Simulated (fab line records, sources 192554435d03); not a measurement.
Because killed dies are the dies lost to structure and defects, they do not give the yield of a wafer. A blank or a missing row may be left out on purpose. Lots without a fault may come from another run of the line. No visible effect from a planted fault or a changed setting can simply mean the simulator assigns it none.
Chamber matching :: flow n5_finfet :: cmp-03 running N5_BEOL_M15_CMP_49: 4 sister chambers
The step polishes, stops on SiO2, t overpolish 4.9 s, target thk 850 nm. 16 wafers are shown with their chamber, then 8 later ones without.

## WAFERS, EACH WITH ITS CHAMBER
wafer: L074.1
chamber: 3
motor_current_A (A): 8.3
barrier_field_endpoint_s (s): 11.9
overpolish_run_s (s): 4.911

wafer: L074.4
chamber: 0
motor_current_A (A): 8.7
barrier_field_endpoint_s (s): 11.5
overpolish_run_s (s): 4.912

wafer: L074.6
chamber: 2
motor_current_A (A): 9.9
barrier_field_endpoint_s (s): 12.0
overpolish_run_s (s): 4.886

wafer: L076.1
chamber: 0
motor_current_A (A): 8.7
barrier_field_endpoint_s (s): 11.4
overpolish_run_s (s): 4.902

wafer: L076.3
chamber: 1
motor_current_A (A): 7.0
barrier_field_endpoint_s (s): 11.6
overpolish_run_s (s): 4.898

wafer: L076.6
chamber: 2
motor_current_A (A): 9.1
barrier_field_endpoint_s (s): 11.6
overpolish_run_s (s): 4.886

wafer: L081.1
chamber: 0
motor_current_A (A): 8.6
barrier_field_endpoint_s (s): 11.5
overpolish_run_s (s): 4.897

wafer: L081.2
chamber: 3
motor_current_A (A): 8.5
barrier_field_endpoint_s (s): 11.7
overpolish_run_s (s): 4.900

wafer: L081.4
chamber: 1
motor_current_A (A): 6.7
barrier_field_endpoint_s (s): 11.3
overpolish_run_s (s): 4.900

wafer: L079.1
chamber: 1
motor_current_A (A): 7.0
barrier_field_endpoint_s (s): 11.0
overpolish_run_s (s): 4.897

wafer: L079.5
chamber: 0
motor_current_A (A): 8.8
barrier_field_endpoint_s (s): 11.3
overpolish_run_s (s): 4.893

wafer: L079.6
chamber: 1
motor_current_A (A): 6.5
barrier_field_endpoint_s (s): 11.4
overpolish_run_s (s): 4.879

wafer: L082.2
chamber: 0
motor_current_A (A): 8.3
barrier_field_endpoint_s (s): 11.0
overpolish_run_s (s): 4.903

wafer: L082.3
chamber: 2
motor_current_A (A): 9.6
barrier_field_endpoint_s (s): 11.8
overpolish_run_s (s): 4.889

wafer: L082.4
chamber: 3
motor_current_A (A): 8.6
barrier_field_endpoint_s (s): 11.9
overpolish_run_s (s): 4.914

wafer: L084.3
chamber: 2
motor_current_A (A): 9.4
barrier_field_endpoint_s (s): 11.5
overpolish_run_s (s): 4.910

SIGNATURES, as means of the wafers listed above
reading: motor_current_A
chamber 0: 8.620
chamber 1: 6.800
chamber 2: 9.500
chamber 3: 8.467
scatter within a chamber: 0.244

reading: barrier_field_endpoint_s
chamber 0: 11.340
chamber 1: 11.325
chamber 2: 11.725
chamber 3: 11.833
scatter within a chamber: 0.211

reading: overpolish_run_s
chamber 0: 4.90140
chamber 1: 4.89350
chamber 2: 4.89275
chamber 3: 4.90833
scatter within a chamber: 0.00914
Rule: a wafer lies at a distance from a chamber equal to the root of the sum of squares, over the readings, of (its reading less the chamber's mean, divided by the reading's scatter). If the next closest chamber is less than 2 further off than the closest, the wafer can't be placed; otherwise it belongs to the closest. How the scatter is found: for the shown wafers, subtract from each reading the mean of its chamber, square and add these, divide the total by (wafers less chambers), then take the root.

## WAFERS WITHOUT THEIR CHAMBER
wafer: L084.4
motor_current_A (A): 8.7
barrier_field_endpoint_s (s): 10.9
overpolish_run_s (s): 4.905

wafer: L084.6
motor_current_A (A): 7.2
barrier_field_endpoint_s (s): 11.3
overpolish_run_s (s): 4.893

wafer: L087.2
motor_current_A (A): 9.8
barrier_field_endpoint_s (s): 11.7
overpolish_run_s (s): 4.893

wafer: L087.5
motor_current_A (A): 9.9
barrier_field_endpoint_s (s): 11.6
overpolish_run_s (s): 4.893

wafer: L087.6
motor_current_A (A): 8.0
barrier_field_endpoint_s (s): 11.9
overpolish_run_s (s): 4.906

wafer: L090.3
motor_current_A (A): 8.5
barrier_field_endpoint_s (s): 11.2
overpolish_run_s (s): 4.886

wafer: L090.4
motor_current_A (A): 6.9
barrier_field_endpoint_s (s): 10.7
overpolish_run_s (s): 4.898

wafer: L090.6
motor_current_A (A): 10.0
barrier_field_endpoint_s (s): 10.8
overpolish_run_s (s): 4.903

## EACH ONE'S CHAMBER
wafer: L084.4
from the rows above: 0
in truth: 0

wafer: L084.6
from the rows above: 1
in truth: 1

wafer: L087.2
from the rows above: 2
in truth: 2

wafer: L087.5
from the rows above: 2
in truth: 2

wafer: L087.6
from the rows above: can't be placed: 3 or 0
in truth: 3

wafer: L090.3
from the rows above: can't be placed: 0 or 3
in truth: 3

wafer: L090.4
from the rows above: 1
in truth: 1

wafer: L090.6
from the rows above: can't be placed: 2 or 0
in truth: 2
5 of 8 placed correctly. Cannot be placed on the basis of these rows: 3; the candidates contain the true chamber in 3. 0 placed wrongly.
